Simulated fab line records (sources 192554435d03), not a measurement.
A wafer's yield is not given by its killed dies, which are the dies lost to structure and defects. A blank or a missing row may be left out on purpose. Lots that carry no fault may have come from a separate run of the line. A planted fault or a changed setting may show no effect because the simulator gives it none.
fab line records | flow n5-finfet
[record] lots = 4 | wafers = 12 | last-day = 17
route steps=1938 shown BEOL_M0_SAQP@646 BEOL_M4@1111
lots that met no fault: from a run of the same line without faults
start-h: hours from the record's opening day to when the first of the lot's shown wafers began | wait-h: hours since the lot's step before | " identical to the entry in the row above | L1.1+2: one row covering several wafers at once | - no value present, or no start provided | * or withheld: withheld | < > ~ a bound
route shown NAME@n: a module of which the file shows steps, and the number in the route of the first | usual: mean/standard deviation taken from wafers without a fault | same: alike in all rows | chamber/n: place in a boat | sites: per-site readings | _std_site: standard deviation across them | _edge_site: the outer-site mean with the inner-site mean subtracted | radius-mm: for every site, how far away it sits from the centre of the wafer | mask NAME#n: copy n | behind: the most recent tool/chamber to have shaped the wafer | hold: why the lot was held/for how many hours/how that ended | device: whichever transistor did not switch (one of n, p or np) | end of line: tests of these same wafers at the route's end | a step given without rows: its recipe and nothing more | killed: count of dies lost to structure and defects at first sort (not the wafer's yield) | map: a wafer's dies, marking killed ones x, the rest . and places with no die _
set.NAME: the run value of the setting; set.NAME@STEP: its run value at that earlier step | model.NAME: the simulator's own value behind a step, which no gauge read
a table for each step, a row for each wafer; lots at some steps of the route
services: from which hour (start-h, from the record's first day; less than 0 if before it) a tool's chamber was out of use, for how many hours, and why
[[steps]]
[step N5_BEOL_M0_SAQP_EXPOSE_11]
[recipe] mask-id = M0_CORE | na = 1.35 | source-shape = dipole | sigma-inner = 0.538 | sigma-outer = 0.738 | polarization = te | target-cd-nm = 42 | dose-mj = 55
[step N5_BEOL_M0_SAQP_PEB_12]
[recipe] peb-temp-c = withheld | peb-time-s = 60 | resist = CAR-ArF
[step N5_BEOL_M0_SAQP_DEVELOP_13]
[recipe] develop-time-s = 30 | developer = TMAH | resist = CAR-ArF | dev-temp-c = 23 | rinse-liquid = diw | dry = air-spin
[step N5_BEOL_M0_SAQP_DESCUM_19]
[recipe] chemistry = O2 | time-s = 7.9 | source-power-w = 50 | bias-power-w = 20 | pressure-mtorr = 20 | rf-frequency-hz = 2.712e+07 | temp-c = 40 | resist = CAR-ArF | o2-flow-sccm = 225
[step N5_BEOL_M0_SAQP_ETCH_83]
[recipe] chemistry = CF4 | target = SiARC | target-depth-a = 390 | mask-material = CAR-ArF | time-s = 65 | ion-energy-ev = 80 | pressure-mtorr = 40 | source-w = 545 | bias-w = 36 | Ar_flow_sccm = 100 | cf4-flow-sccm = 100 | ends = cleared
[step N5_BEOL_M0_SAQP_ETCH_84]
[recipe] chemistry = N2/H2 | target = SOC | target-depth-a = 1000 | overetch-a = 200 | mask-material = SiARC | temp-c = 40 | time-s = 150 | ion-energy-ev = 200 | pressure-mtorr = 30 | source-w = 840 | bias-w = 150 | n2-flow-sccm = 200 | h2-flow-sccm = 200
[step N5_BEOL_M0_SAQP_STRIP_80]
[recipe] chemistry = N2/H2 | temp-c = 40 | n2-flow-sccm = 200 | h2-flow-sccm = 200 | rf-frequency-hz = 6e+07
[step N5_BEOL_M0_SAQP_HM_OPEN_112]
[recipe] chemistry = CHF3/O2 | target = SiO2 | stop-on = a-Si | target-depth-a = 120 | over-etch-frac = 1.25 | mask-material = SOC | time-s = 13.5 | pressure-mtorr = 30 | source-w = 650 | bias-w = 170 | Ar_flow_sccm = 200 | CHF3_flow_sccm = 50 | O2_flow_sccm = 5 | ion-energy-ev = 200 | ends = end-point
[step N5_BEOL_M0_SAQP_STRIP_113]
[recipe] chemistry = CHF3/O2 | resist = SiARC | rf-frequency-hz = 6e+07
[step N5_BEOL_M0_SAQP_MANDREL_ETCH_20]
[recipe] target-depth-a = 600 | chemistry = HBr/Cl2 | target = a-Si | stop-on = SiNx | bt-time-s = 10 | mask-material = SOC | over-etch-frac = 0.5 | time-s = 30 | pressure-mtorr = 10 | icp-w = 800 | bias-w = 75 | HBr_flow_sccm = 150 | Cl2_flow_sccm = 80 | ends = end-point
[usual] chamber-pressure-mTorr = 10.000/0.0091 | drypump-motor-current-A = 6.0/0.37 | oes-product-au = 0.774/0.017 | over-etch-frac = 0.5/0 | rf-fwd-power-W = 795.6/2.7 | throttle-valve-pct = 35.3/0.36
[same] bt-time-s = 10
lot.wafer | tool      | chamber | start-h | wait-h | chamber-pressure-mTorr | drypump-motor-current-A | oes-product-au | over-etch-frac | rf-fwd-power-W | rf-hours-counter-h | throttle-valve-pct | model.SOC_of_BEOL_M0_SAQP_COAT_81.thk-nm | model.SiNx_of_BEOL_M0_SAQP_PECVD_97.thk-nm
L689.1    | rie-si-04 | 3       | 149.56  | 0.0    | 10.023                 | 5.9                     | 0.788          | 0.5            | 796.2          | 55                 | 35.3               | 75.8                                     | 17.6
L689.3    | "         | 2       | "       | "      | 9.997                  | 6.8                     | 0.754          | 0.5            | 795.5          | 9                  | 35.4               | 76.4                                     | 18
L689.6    | "         | 2       | "       | "      | 9.997                  | 6.8                     | 0.759          | 0.5            | 789.9          | -                  | 35.4               | 76.4                                     | 18
L690.2    | rie-si-04 | 1       | 155.74  | 0.0    | 10.004                 | 5.7                     | 0.772          | 0.56715        | 789.8          | 184                | 35.4               | 74.2                                     | 17.2
L690.4    | "         | 0       | "       | "      | 9.994                  | 6.3                     | 0.747          | 0.56715        | 797.7          | 188                | 35.7               | 75                                       | 17.4
L690.5    | "         | 1       | "       | "      | 9.994                  | 5.7                     | 0.781          | 0.56715        | 794.4          | -                  | 35.4               | 74.6                                     | 17.4
L695.2    | rie-si-04 | 1       | 183.28  | 0.0    | 10.004                 | 5.7                     | 0.769          | 0.56715        | 788.7          | 184                | 35.4               | 74.4                                     | 17.2
L695.4    | "         | 2       | "       | "      | 10.009                 | 6.7                     | 0.728          | 0.56715        | 795.5          | 10                 | 35.5               | 75.6                                     | 18
L695.6    | "         | 3       | "       | "      | 10.013                 | 5.9                     | 0.758          | 0.56715        | 794.7          | -                  | 35.4               | 74.6                                     | 17.8
L705.2    | rie-si-05 | 2       | 247.55  | 0.0    | 9.993                  | 5.7                     | 0.789          | 0.5            | 797.5          | 115                | 34.9               | 75.8                                     | 18
L705.4    | "         | 2       | "       | "      | 10.000                 | 5.7                     | 0.797          | 0.5            | 794.6          | -                  | 34.9               | 76.2                                     | 18.4
L705.6    | "         | 1       | "       | "      | 10.004                 | 6.4                     | 0.764          | 0.5            | 796.5          | -                  | 34.8               | 76.6                                     | 18.4
[step N5_BEOL_M0_SAQP_STRIP_86]
[recipe] chemistry = N2/H2 | power-w = 500 | temp-c = 40 | pressure-mtorr = 50 | rf-frequency-hz = 6e+07 | overash-fraction = 0.3 | bias-power-w = 28 | h2-frac = 0.5 | n2-flow-sccm = 300 | h2-flow-sccm = 300
[step N5_BEOL_M0_SAQP_STRIP_115]
[recipe] chemistry = post-etch-residue-remover | time-s = 60 | temp-c = 25 | remover-ph = withheld | remover-water-wt-pct = withheld | remover-fluoride-wt-pct = withheld
lot.wafer | tool         | chamber | start-h | wait-h | model.SiNx_of_BEOL_M0_SAQP_PECVD_97.thk-nm
L689.1    | wet-bench-04 | 7       | 149.72  | -      | 17.2
L689.3+6  | "            | 0,2     | "       | "      | 17.6
L690.2    | wet-bench-01 | 4       | 155.90  | -      | 16.8
L690.4+5  | "            | 5,3     | "       | "      | 17
L695.2    | wet-bench-02 | 4       | 183.45  | -      | 16.8
L695.4    | "            | 1       | "       | "      | 17.6
L695.6    | "            | 0       | "       | "      | 17.4
L705.2    | wet-bench-01 | 2       | 247.72  | -      | 17.6
L705.4+6  | "            | 0,6     | "       | "      | 18
[step N5_BEOL_M0_SAQP_SRD_93]
[recipe] dry = ipa-marangoni | time-s = 30 | temp-c = 23 | rinse-liquid = diw
[step N5_BEOL_M4_RC_MEAS_101]
[usual] DIBL_N = 36.3/1.7 | DIBL_P = 36.5/1.8 | IOFF_N = 0.16/0.033 | IOFF_P = 0.21/0.037 | ION_N = 675/11 | ION_P = 462/7.9 | SS_N = 71.6/0.64 | SS_P = 73.3/0.68 | VT_N = 249/3.3 | VT_P = -250/3.3
lot.wafer | tool      | chamber | start-h | wait-h | DIBL_N[mV/V] | DIBL_P[mV/V] | IOFF_N[nA/um] | IOFF_P[nA/um] | ION_N[uA/um] | ION_P[uA/um] | SS_N[mV/dec] | SS_P[mV/dec] | VT_N[mV] | VT_P[mV]
L689.1    | prober-02 | 0       | 198.02  | 0.0    | 37.5         | 37.3         | 0.17          | 0.25          | 683          | 467          | 72.0         | 73.1         | 247      | -247
L689.3    | "         | 0       | "       | "      | 37.4         | 38.3         | 0.16          | 0.25          | 670          | 460          | 71.1         | 73.2         | 253      | -246
L689.6    | "         | 0       | "       | "      | 37.6         | 38.0         | 0.17          | 0.25          | 681          | 471          | 71.4         | 73.1         | 248      | -248
L690.2    | prober-02 | 0       | 207.73  | 0.2    | 32.4         | 33.5         | 0.11          | 0.17          | 654          | 456          | 70.4         | 72.3         | 255      | -253
L690.4    | "         | 0       | "       | "      | 35.0         | 35.8         | 0.14          | 0.20          | 661          | 460          | 71.8         | 73.1         | 250      | -249
L690.5    | "         | 0       | "       | "      | 36.4         | 37.2         | 0.16          | 0.22          | 660          | 454          | 72.8         | 73.6         | 248      | -251
L695.2    | prober-02 | 0       | 251.13  | 0.2    | 36.7         | 36.9         | 0.17          | 0.20          | 680          | 464          | 71.4         | 73.0         | 250      | -250
L695.4    | "         | 0       | "       | "      | 39.5         | 39.9         | 0.22          | 0.26          | 672          | 463          | 73.9         | 74.1         | 250      | -247
L695.6    | "         | 0       | "       | "      | 37.2         | 36.5         | 0.16          | 0.20          | 670          | 456          | 71.7         | 73.1         | 251      | -250
L705.2    | prober-01 | 0       | 298.25  | 0.2    | 32.8         | 33.7         | 0.12          | 0.16          | 669          | 457          | 70.7         | 73.0         | 256      | -253
L705.4    | "         | 0       | "       | "      | 34.1         | 35.2         | 0.14          | 0.18          | 660          | 457          | 71.2         | 72.9         | 252      | -253
L705.6    | "         | 0       | "       | "      | 35.7         | 36.5         | 0.15          | 0.19          | 671          | 453          | 71.1         | 73.8         | 251      | -254
[[services]]
tool         | chamber | start-h | hours | kind
rie-si-04    | 1       | 164.23  | 2.8   | repair
rie-si-05    | -       | 181.92  | 2.8   | pm
rie-si-04    | 0       | 200.44  | -     | clean
rie-si-04    | 0       | 200.44  | 17.3  | scheduled-down
rie-si-04    | 0       | 200.44  | 17.3  | vent-cycle
rie-si-04    | -       | 201.07  | 0.4   | repair
rie-si-04    | 1       | 235.69  | -     | clean
rie-si-04    | 1       | 235.69  | 32.4  | scheduled-down
rie-si-04    | 1       | 235.69  | 32.4  | vent-cycle
rie-si-05    | 0       | 246.84  | 1.0   | repair
wet-bench-04 | -       | 247.11  | 6.2   | repair
[[key]]
[first-sign] step = N5_BEOL_M0_SAQP_MANDREL_ETCH_20 | reading = over-etch-frac | direction = up | sigmas = 99+ | usual = 0.5 | struck = 0.56715
effect none on later readings
[model-effect] step = N5_BEOL_M0_SAQP_MANDREL_ETCH_20 | value = SOC_of_BEOL_M0_SAQP_COAT_81.thk-nm | without = 75.8 | struck = 74.73
[model-effect] step = N5_BEOL_M0_SAQP_STRIP_115 | value = SiNx_of_BEOL_M0_SAQP_PECVD_97.thk-nm | without = 17.57 | struck = 17.1
met-at N5_BEOL_M0_SAQP_MANDREL_ETCH_20
struck-wafers L690.2,L690.4,L690.5,L695.2,L695.4,L695.6
onset-between 149.56 155.74
[fault] kind = process-parameter-drift | tool = rie-si-04 | chamber = - | onset-h = 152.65 | steps = N5_BEOL_M0_SAQP_MANDREL_ETCH_20 | channel = over-etch-frac | offset = 0.067152 | shape = step | end-h = 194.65 | acts-in = these-recipes-only | stated = 0.5
